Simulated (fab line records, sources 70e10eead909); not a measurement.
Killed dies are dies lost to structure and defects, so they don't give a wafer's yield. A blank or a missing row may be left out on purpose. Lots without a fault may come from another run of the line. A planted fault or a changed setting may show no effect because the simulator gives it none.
fab line records | flow nand_harc
record lots=12 wafers=36 last_day=24
route steps=1159 shown P_START@1 P_ZERO_WELL@18 P_GATE@124 END@1159
lots that met no fault: from a run of the same line without faults
start_h: hours from the record's first day to the start of the lot's first wafer shown | wait_h: hours since the lot's step before | " the same as in the row above | L1.1+2: a row that stands for several wafers | - no value, or no start given | * or withheld: withheld | < > ~ a bound
route shown NAME@n: a module of which the file shows steps, and the number in the route of the first | usual: mean/standard deviation of fault-free wafers | same: alike in all rows | chamber/n: place in a boat | sites: the reading at each site | _std_site: their standard deviation | _edge_site: outer sites' mean less inner sites' | radius_mm: how far each site lies from the wafer's centre | mask NAME#n: copy n | behind: the tool/chamber that last shaped the wafer | hold: why the lot was held/for how many hours/how that ended | device: the transistor (n, p or np) that didn't switch | end of line: the same wafers' tests at the end of the route | a step without rows: its recipe alone | killed: dies lost to structure and defects at the first sort, not the wafer's yield | map: a wafer's dies, x killed, . not, _ none there
set.NAME: the setting as run; set.NAME@STEP: as run at that earlier step | model.NAME: the simulator's own value behind a step, which no gauge read
steps of the route over a sample of lots; a table a step, a row a wafer
services: from which hour (start_h, from the record's first day; less than 0 if before it) a tool's chamber was out of use, for how many hours, and why
## steps
# step NHARC_P_START_INSPECT_01
# usual raw_defect_count=3.6/2.3
# columns lot.wafer tool chamber start_h wait_h raw_defect_count
L743.1 defect_inspect-01 - 12.04 - 9
L743.4 " - " " 2
L743.5 " - " " 5
L749.2 defect_inspect-02 - 48.04 - 3
L749.3 " - " " 6
L749.4 " - " " 3
L752.2 defect_inspect-01 - 66.04 - 3
L752.3 " - " " 7
L752.4 " - " " 4
L755.1 defect_inspect-01 - 84.04 - 6
L755.3 " - " " 4
L755.6 " - " " 3
L757.1 defect_inspect-02 - 96.03 - 0
L757.2 " - " " 6
L757.4 " - " " 5
L760.2 defect_inspect-01 - 114.04 - 0
L760.4 " - " " 4
L760.5 " - " " 1
L761.3 defect_inspect-02 - 120.04 - 3
L761.5 " - " " 1
L761.6 " - " " 2
L762.2 defect_inspect-02 - 126.04 - 1
L762.3 " - " " 3
L762.4 " - " " 1
L763.1 defect_inspect-02 - 132.04 - 0
L763.3 " - " " 3
L763.5 " - " " 0
L764.2 defect_inspect-01 - 138.04 - 2
L764.3 " - " " 2
L764.5 " - " " 4
L765.3 defect_inspect-01 - 144.04 - 3
L765.4 " - " " 4
L765.6 " - " " 2
L766.2 defect_inspect-02 - 150.04 - 3
L766.4 " - " " 12
L766.5 " - " " 4
# step NHARC_P_ZERO_WELL_ETCH_62
# recipe target_depth_a=130 time_s=6.5 chf3_flow_sccm=50 ar_flow_sccm=200 rf_w=500 bias_w=200 chemistry=CHF3/Ar
# usual drypump_motor_current_A=5.5/0.4 oes_product_au=0.966/0.018 rf_vpp_V=371.6/2.2 showerhead_plenum_p_Torr=2.39/0.095 throttle_valve_pct=20.216/0.0094
# columns lot.wafer tool chamber start_h wait_h drypump_motor_current_A oes_product_au rf_hours_counter_h rf_vpp_V showerhead_plenum_p_Torr throttle_valve_pct
L743.4 rie_diel-05 0 13.59 - 5.6 0.972 1.1 375.4 2.53 20.217
L743.1 " 1 " " 5.3 0.973 0.9 371.8 2.35 20.225
L743.5 " 0 " " 5.6 0.978 - 374.5 2.53 20.211
L749.4 rie_diel-10 2 49.58 - 4.9 1.380 4.3 374.2 2.53 20.216
L749.3 " 0 " " 5.6 1.372 3.3 369.8 2.34 20.225
L749.2 " 1 " " 5.4 0.965 3.1 368.1 2.31 20.204
L752.4 rie_diel-10 2 67.58 - 4.9 1.318 4.6 374.2 2.52 20.212
L752.2 " 3 " " 5.3 0.974 4.4 367.6 2.28 20.222
L752.3 " 0 " " 5.6 1.381 3.6 370.7 2.34 20.222
L755.3 rie_diel-05 3 85.45 - 6.2 0.997 5.7 371.1 2.48 20.219
L755.1 " 0 " " 5.6 0.973 6.1 373.3 2.53 20.210
L755.6 " 2 " " 5.5 0.943 - 372.6 2.44 20.202
L757.2 rie_diel-05 1 97.59 - 5.3 0.991 7.7 371.8 2.35 20.212
L757.4 " 2 " " 5.5 0.954 6.3 373.8 2.44 20.215
L757.1 " 3 " " 6.2 0.970 7.1 373.7 2.48 20.221
L760.4 rie_diel-05 0 115.58 - 5.6 0.973 9.0 374.4 2.53 20.215
L760.2 " 1 " " 5.3 0.993 9.4 371.0 2.35 20.217
L760.5 " 2 " " 5.5 0.958 - 371.6 2.44 20.194
L761.3 rie_diel-10 2 121.57 - 4.9 0.972 7.9 374.5 2.52 20.210
L761.5 " 0 " " 5.6 0.968 - 370.5 2.34 20.225
L761.6 " 1 " " 5.4 0.974 - 371.5 2.31 20.235
L762.3 rie_diel-10 0 127.60 - 5.6 0.990 5.9 370.5 2.34 20.214
L762.2 " 1 " " 5.4 0.962 6.8 371.1 2.31 20.215
L762.4 " 2 " " 4.9 0.959 8.0 375.8 2.52 20.229
L763.3 rie_diel-12 1 133.59 - 6.2 0.986 5.3 370.1 2.35 20.215
L763.1 " 0 " " 5.1 0.963 7.4 374.4 2.49 20.218
L763.5 " 1 " " 6.2 0.993 - 371.1 2.35 20.217
L764.2 rie_diel-12 3 139.57 - 5.6 0.952 6.5 367.9 2.28 20.234
L764.3 " 0 " " 5.1 0.976 7.6 375.8 2.49 20.207
L764.5 " 0 " " 5.1 0.987 - 373.6 2.49 20.219
L765.3 rie_diel-12 2 145.44 - 5.1 0.968 7.3 370.3 2.28 20.213
L765.4 " 3 " " 5.6 0.936 7.8 369.5 2.28 20.219
L765.6 " 2 " " 5.1 0.974 - 369.6 2.29 20.219
L766.2 rie_diel-10 3 151.58 - 5.3 0.980 8.6 369.1 2.28 20.211
L766.4 " 0 " " 5.6 0.961 7.6 370.1 2.34 20.223
L766.5 " 1 " " 5.4 0.958 - 370.3 2.31 20.212
# step NHARC_P_ZERO_WELL_DESCUM_54
# recipe time_s=3 o2_flow_sccm=200 ar_flow_sccm=0 bias_power_w=0 chemistry=O2
# usual drypump_motor_current_A=5.5/0.4 oes_product_au=1.003/0.015 rf_vpp_V=57.9/0.83 showerhead_plenum_p_Torr=1.95/0.077 throttle_valve_pct=11.309/0.0089
# same bias_power_w=0
# columns lot.wafer tool chamber start_h wait_h drypump_motor_current_A oes_product_au rf_hours_counter_h rf_vpp_V showerhead_plenum_p_Torr throttle_valve_pct
L743.4 rie_diel-12 1 17.98 - 6.2 1.013 7.5 57.3 1.92 11.299
L743.1 " 0 " " 5.0 1.043 7.7 56.9 2.04 11.306
L743.5 " 2 " " 5.1 0.986 - 57.6 1.87 11.312
L749.2 rie_diel-05 2 53.65 - 5.5 1.000 2.3 58.8 2.00 11.306
L749.3 " 3 " " 6.2 1.014 3.3 56.8 2.03 11.315
L749.4 " 1 " " 5.3 1.005 3.8 58.1 1.92 11.316
L752.3 rie_diel-05 2 71.90 - 5.5 0.990 3.7 58.8 2.00 11.311
L752.4 " 3 " " 6.2 1.013 4.8 59.1 2.03 11.314
L752.2 " 0 " " 5.6 1.002 5.0 59.6 2.07 11.291
L755.3 rie_diel-12 2 89.74 - 5.1 1.017 3.4 57.0 1.86 11.314
L755.1 " 0 " " 5.1 1.024 3.5 58.3 2.04 11.305
L755.6 " 1 " " 6.2 1.031 - 59.1 1.92 11.300
L757.1 rie_diel-05 0 101.92 - 5.6 0.992 7.5 58.1 2.07 11.312
L757.4 " 2 " " 5.5 0.996 6.3 58.3 2.00 11.297
L757.2 " 3 " " 6.2 1.020 7.1 58.5 2.03 11.325
L760.2 rie_diel-12 0 119.93 - 5.1 1.026 5.3 58.7 2.04 11.320
L760.4 " 2 " " 5.1 1.005 4.8 58.1 1.86 11.322
L760.5 " 3 " " 5.6 0.985 - 58.8 1.86 11.313
L761.3 rie_diel-05 3 125.81 - 6.2 1.007 9.0 58.3 2.03 11.315
L761.6 " 1 " " 5.3 1.001 - 58.3 1.91 11.311
L761.5 " 2 " " 5.5 0.987 - 59.3 2.00 11.312
L762.2 rie_diel-05 2 131.97 - 5.5 0.992 8.6 58.6 2.00 11.307
L762.4 " 3 " " 6.2 1.001 9.4 58.3 2.03 11.313
L762.3 " 1 " " 5.3 1.001 10.7 57.8 1.92 11.296
L763.3 rie_diel-12 2 137.92 - 5.1 1.003 6.3 57.4 1.86 11.306
L763.1 " 1 " " 6.2 1.028 5.5 57.3 1.92 11.311
L763.5 " 2 " " 5.1 1.004 - 58.8 1.86 11.308
L764.3 rie_diel-10 0 143.66 - 5.6 0.990 7.0 58.5 1.91 11.302
L764.2 " 2 " " 4.9 0.980 9.2 58.3 2.07 11.300
L764.5 " 0 " " 5.6 0.996 - 58.4 1.91 11.299
L765.3 rie_diel-05 2 149.77 - 5.5 0.988 10.4 57.7 2.00 11.317
L765.4 " 0 " " 5.6 1.005 12.4 58.9 2.07 11.306
L765.6 " 2 " " 5.5 0.982 - 58.0 2.00 11.307
L766.2 rie_diel-12 2 155.69 - 5.1 0.998 7.6 57.7 1.86 11.302
L766.4 " 3 " " 5.6 0.973 8.0 57.4 1.86 11.286
L766.5 " 0 " " 5.1 1.015 - 58.9 2.04 11.322
# step NHARC_P_GATE_DESCUM_13
# recipe time_s=3 o2_flow_sccm=200 ar_flow_sccm=0 bias_power_w=0 chemistry=O2
# usual drypump_motor_current_A=5.71/0.24 oes_product_au=1.002/0.011 rf_vpp_V=57.8/0.87 showerhead_plenum_p_Torr=1.92/0.081 throttle_valve_pct=11.311/0.0087
# same bias_power_w=0
# columns lot.wafer tool chamber start_h wait_h drypump_motor_current_A oes_product_au rf_hours_counter_h rf_vpp_V showerhead_plenum_p_Torr throttle_valve_pct
L743.1 rie_diel-08 2 75.21 - 5.30 0.981 22 59.0 1.81 11.296
L743.4 " 3 " " 5.97 0.996 22 58.1 1.88 11.299
L743.5 " 2 " " 5.33 0.990 - 57.9 1.81 11.319
L749.3 rie_diel-08 2 111.31 - 5.36 1.006 27 57.7 1.80 11.309
L749.4 " 0 " " 5.57 1.016 25 57.1 1.89 11.331
L749.2 " 1 " " 5.93 1.013 26 58.4 2.01 11.308
L752.3 rie_diel-11 2 132.52 - 5.60 1.003 40 58.2 1.86 11.322
L752.2 " 0 " " 5.45 0.986 43 57.8 2.03 11.308
L752.4 " 1 " " 5.79 1.003 41 57.2 1.88 11.317
L755.1 rie_diel-08 0 150.03 - 5.59 1.004 3 57.7 1.89 11.317
L755.3 " 2 " " 5.32 0.993 3 57.7 1.80 11.296
L755.6 " 0 " " 5.58 1.005 - 57.2 1.89 11.303
L757.2 rie_diel-01 0 156.59 - 5.35 0.989 3 58.3 1.96 11.326
L757.4 " 1 " " 5.89 1.012 3 58.4 1.81 11.322
L757.1 " 2 " " 5.81 1.002 4 57.8 2.03 11.316
L760.2 rie_diel-08 3 172.88 - 5.99 1.001 7 56.0 1.87 11.304
L760.4 " 1 " " 5.92 0.998 7 59.0 2.00 11.311
L760.5 " 3 " " 5.99 1.004 - 58.9 1.87 11.322
L761.3 rie_diel-11 2 184.37 - 5.59 0.991 59 58.6 1.86 11.322
L761.5 " 2 " " 5.61 0.987 - 58.1 1.86 11.303
L761.6 " 3 " " 5.78 0.996 - 57.5 2.00 11.307
L762.3 rie_diel-08 3 189.37 - 5.96 1.004 9 57.6 1.87 11.309
L762.4 " 0 " " 5.57 1.003 9 56.2 1.89 11.300
L762.2 " 1 " " 5.92 1.014 11 57.5 2.00 11.316
L763.1 rie_diel-08 2 189.58 - 5.30 0.995 11 57.8 1.80 11.312
L763.3 " 0 " " 5.56 0.997 9 58.1 1.89 11.298
L763.5 " 2 " " 5.34 0.995 - 58.0 1.80 11.307
L765.4 rie_diel-01 3 202.26 - 6.08 0.999 22 57.6 1.96 11.303
L765.3 " 1 " " 5.89 1.002 18 56.4 1.81 11.323
L765.6 " 3 " " 6.07 0.999 - 56.9 1.96 11.312
L764.3 rie_diel-08 2 202.42 - 5.34 0.994 15 56.0 1.80 11.314
L764.2 " 3 " " 5.97 1.013 13 59.1 1.87 11.314
L764.5 " 1 " " 5.91 1.010 - 58.3 2.00 11.317
L766.2 rie_diel-11 0 208.93 - 5.46 0.999 4 57.8 2.03 11.312
L766.4 " 2 " " 5.57 1.004 6 58.6 1.85 11.316
L766.5 " 1 " " 5.77 0.968 - 57.7 1.88 11.325
# step NHARC_END_SORT_01
# recipe temp_c=25
# usual killed_at_array=27/9.9 killed_at_other=0.5/0.76 killed_at_periphery=3.4/2.2 killed_dies=31/10 killed_open=3.3/2 killed_short=2.0/1.5
# same gross_dies=677
# columns lot.wafer tool chamber start_h wait_h killed_at_array killed_at_other killed_at_periphery killed_dies killed_open killed_short
L749.2 prober-02 0 476.18 2.8 24 0 4 28 1 0
L749.3 prober-02 0 476.98 3.1 22 0 4 26 3 0
L749.4 prober-02 0 477.78 3.4 25 0 5 30 1 1
L752.3 prober-02 0 501.20 3.1 23 2 0 25 0 1
L752.4 prober-02 0 502.00 3.4 22 1 2 25 2 0
# killed by level:class
L749.2 A_CHANNEL_HOLE_D1:chamber_film_flake=17 A_STAIRCASE:chamber_film_flake=3 P_STI:chamber_film_flake=2 P_GATE:chamber_film_flake=2 A_CONTACT:chamber_film_flake=2 A_M0:geometric_particle:open=1 A_SLIT:chamber_film_flake=1
L749.3 A_CHANNEL_HOLE_D1:chamber_film_flake=10 A_STAIRCASE:chamber_film_flake=7 A_SLIT:chamber_film_flake=2 P_CONTACT:geometric_particle:open=1 A_CHANNEL_HOLE_D1:geometric_particle:open=1 A_CONTACT:geometric_particle:open=1 P_ZERO_WELL:chamber_film_flake=1 P_STI:chamber_film_flake=1
L749.4 A_CHANNEL_HOLE_D1:chamber_film_flake=12 A_STAIRCASE:chamber_film_flake=3 A_SLIT:chamber_film_flake=3 A_CONTACT:chamber_film_flake=3 P_ZERO_WELL:chamber_film_flake=2 P_STI:chamber_film_flake=2 A_WL_FILL:chamber_film_flake=2 A_CHANNEL_FILL_D1:geometric_particle:open=1
L752.3 A_CHANNEL_HOLE_D1:chamber_film_flake=16 A_STAIRCASE:chamber_film_flake=4 A_WL_FILL:chamber_film_flake=2 A_CHANNEL_FILL_D1:geometric_particle:short=1 THIN_TSV:chamber_film_flake=1 HYBRID_BOND:latent=1
L752.4 A_CHANNEL_HOLE_D1:chamber_film_flake=18 A_WL_FILL:chamber_film_flake=2 P_CONTACT:geometric_particle:open=1 A_M1:geometric_particle:open=1 P_GATE:chamber_film_flake=1 A_CONTACT:chamber_film_flake=1 HYBRID_BOND:latent=1
## services
# columns tool chamber start_h hours kind
rie_diel-11 - -4.69 1.3 repair
rie_diel-10 - -0.43 9.0 pm
rie_diel-01 3 0.05 17.2 repair
rie_diel-10 1 9.52 7.0 repair
rie_diel-12 1 11.58 5.0 repair
rie_diel-11 - 12.50 9.0 pm
rie_diel-05 2 16.14 9.9 repair
rie_diel-10 - 19.28 1.9 repair
rie_diel-08 3 23.95 3.3 repair
rie_diel-12 - 25.40 9.0 pm
rie_diel-08 0 31.64 7.2 repair
rie_diel-12 1 44.42 6.2 repair
rie_diel-11 2 58.84 3.0 repair
rie_diel-01 3 72.10 7.7 repair
rie_diel-12 3 78.62 32.4 repair
rie_diel-05 - 84.89 0.3 repair
rie_diel-08 - 124.80 9.0 pm
rie_diel-10 - 127.63 2.0 repair
rie_diel-05 - 163.60 9.0 pm
rie_diel-10 - 176.57 9.0 pm
rie_diel-08 - 182.51 0.4 repair
rie_diel-11 0 188.45 2.9 repair
rie_diel-11 - 189.50 9.0 pm
rie_diel-12 - 202.40 9.0 pm
## key
first_sign step=NHARC_P_ZERO_WELL_ETCH_62 reading=oes_product_au direction=up sigmas=22 usual=0.966 struck=1.362
effect none on later readings
met_at NHARC_P_ZERO_WELL_ETCH_62
struck_lots L749,L752
struck_wafers L749.3,L749.4,L752.3,L752.4
tester_left_out L749,L752
not_acting_at NHARC_P_START_INSPECT_01,NHARC_P_ZERO_WELL_DESCUM_54,NHARC_P_GATE_DESCUM_13
fault kind=process_parameter_drift tool=rie_diel-10 chamber=- onset_h=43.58 steps=NHARC_P_ZERO_WELL_ETCH_62 channel=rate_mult offset=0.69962 shape=step end_h=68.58 scope=struck_wafers_only
# tester_left_out: of these lots the tester's yield and bins aren't shown, on N5 and GAA mostly nor the transistor test; their killed dies are dies lost to structure and defects alone, not to doping, threshold or leakage, so they don't give the yield
